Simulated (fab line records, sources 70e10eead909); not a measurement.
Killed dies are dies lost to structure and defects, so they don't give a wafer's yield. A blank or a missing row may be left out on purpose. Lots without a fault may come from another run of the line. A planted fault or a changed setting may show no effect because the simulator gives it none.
Chamber matching | flow nand_harc | NHARC_P_M2_ETCH_35 on rie_diel-13: 4 sister chambers
The step etches the open film in N2/H2, target depth 40 nm, overetch 12 nm, time 43.94 s. 8 wafers are shown with their chamber, then 8 later ones without.

WAFERS WITH THEIR CHAMBER
wafer  | chamber | showerhead_plenum_p_Torr (Torr) | drypump_motor_current_A (A)
L081.1 | 0       | 2.09                            | 5.3
L081.5 | 1       | 2.03                            | 5.7
L085.2 | 0       | 2.09                            | 5.3
L085.5 | 3       | 1.94                            | 6.5
L090.3 | 1       | 2.02                            | 5.8
L090.4 | 3       | 1.94                            | 6.5
L090.5 | 2       | 2.20                            | 5.4
L094.2 | 2       | 2.19                            | 5.4

WAFERS WITHOUT THEIR CHAMBER
wafer  | showerhead_plenum_p_Torr (Torr) | drypump_motor_current_A (A)
L094.3 | 2.09                            | 5.3
L094.5 | 2.09                            | 5.3
L095.3 | 2.02                            | 5.8
L095.4 | 2.20                            | 5.4
L095.5 | 1.94                            | 6.4
L097.2 | 1.94                            | 6.5
L097.4 | 2.02                            | 5.8
L097.6 | 1.94                            | 6.4

WHICH CHAMBER EACH WENT THROUGH
wafer  | from the rows above | in truth
L094.3 | 0                   | 0
L094.5 | 0                   | 0
L095.3 | 1                   | 1
L095.4 | 2                   | 2
L095.5 | 3                   | 3
L097.2 | 3                   | 3
L097.4 | 1                   | 1
L097.6 | 3                   | 3
Placed correctly: 8 of 8. Can't be placed from these rows: 0. Placed wrongly: 0.
How it was worked out, from the rows above alone: a wafer's distance from a chamber is the root of the sum, over the readings, of the square of ((its reading less the chamber's mean) divided by the reading's scatter). The wafer belongs to the nearest chamber; if the next one is less than 2 further off, it can't be placed. A chamber's mean is the mean of its shown wafers. The scatter: the root of (the sum of the squares of (reading less its chamber's mean) over the shown wafers, divided by (wafers less chambers)).
